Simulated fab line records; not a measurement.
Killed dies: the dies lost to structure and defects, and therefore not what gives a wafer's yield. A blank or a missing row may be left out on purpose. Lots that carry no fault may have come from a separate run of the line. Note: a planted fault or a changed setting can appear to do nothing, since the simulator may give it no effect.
Which of the tools did it? :: flow n5_finfet :: 9 lots with 27 wafers sampled at 2 steps, on a route of 1938 steps

## WHAT THE GAUGES READ, wafer by wafer
N5_BEOL_M4_INSPECT_30: inspects for defects (brightfield).
lot: L287
measured: day 8 15:23
on: defect_inspect-02
raw_defect_count: 442 335 424

lot: L286
measured: day 8 15:41
on: defect_inspect-02
raw_defect_count: 463 461 429

lot: L292
measured: day 9 15:32
on: defect_inspect-02
raw_defect_count: 478 477 462

lot: L294
measured: day 10 10:40
on: defect_inspect-02
raw_defect_count: 391 494 367

lot: L295
measured: day 10 10:54
on: defect_inspect-01
raw_defect_count: 389 248 306

lot: L300
measured: day 11 22:58
on: defect_inspect-01
raw_defect_count: 488 496 358

lot: L301
measured: day 11 23:25
on: defect_inspect-01
raw_defect_count: 370 507 267

lot: L302
measured: day 12 04:35
on: defect_inspect-01
raw_defect_count: 442 363 461

lot: L307
measured: day 13 08:05
on: defect_inspect-02
raw_defect_count: 342 351 454

## WHICH TOOL RAN EACH LOT (tool, then ch and the chambers of the sampled wafers, then the start)
lot: L287
N5_BEOL_M4_STRIP_19: rie_diel-04 ch 0,1,3, day 8 14:54

lot: L286
N5_BEOL_M4_STRIP_19: rie_diel-04 ch 0,1,3, day 8 15:06

lot: L292
N5_BEOL_M4_STRIP_19: rie_diel-02 ch 1,2, day 9 15:04

lot: L294
N5_BEOL_M4_STRIP_19: rie_diel-06 ch 0,1,3, day 10 10:03

lot: L295
N5_BEOL_M4_STRIP_19: rie_diel-02 ch 0,3, day 10 10:25

lot: L300
N5_BEOL_M4_STRIP_19: rie_diel-06 ch 0,2,3, day 11 22:22

lot: L301
N5_BEOL_M4_STRIP_19: rie_diel-06 ch 0,2,3, day 11 22:57

lot: L302
N5_BEOL_M4_STRIP_19: rie_diel-02 ch 1,2,3, day 12 03:59

lot: L307
N5_BEOL_M4_STRIP_19: rie_diel-06 ch 0,1,3, day 13 07:37
- N5_BEOL_M4_STRIP_19: strips in O2.

## THE ANSWER, worked out from the rows above alone
Rule: what is usual is taken from the lots themselves. Put in order of their means at a reading, lots are off if they are a third of the lots or fewer, leave a main group of 4 or more, and stand apart from it by a gap of 3 or more times the standard deviation of the main group's means; of several such gaps the widest counts. Not used: any main group whose means are identical at the precision the tables above print for the reading. A lot without any number at a reading at which 4 lots or more have one is off too. The other lots that the step has rows for count as sound.
Nothing can be told from this: no lot is off at any reading shown.

## WHAT HAD BEEN PUT IN BY THE SIMULATOR
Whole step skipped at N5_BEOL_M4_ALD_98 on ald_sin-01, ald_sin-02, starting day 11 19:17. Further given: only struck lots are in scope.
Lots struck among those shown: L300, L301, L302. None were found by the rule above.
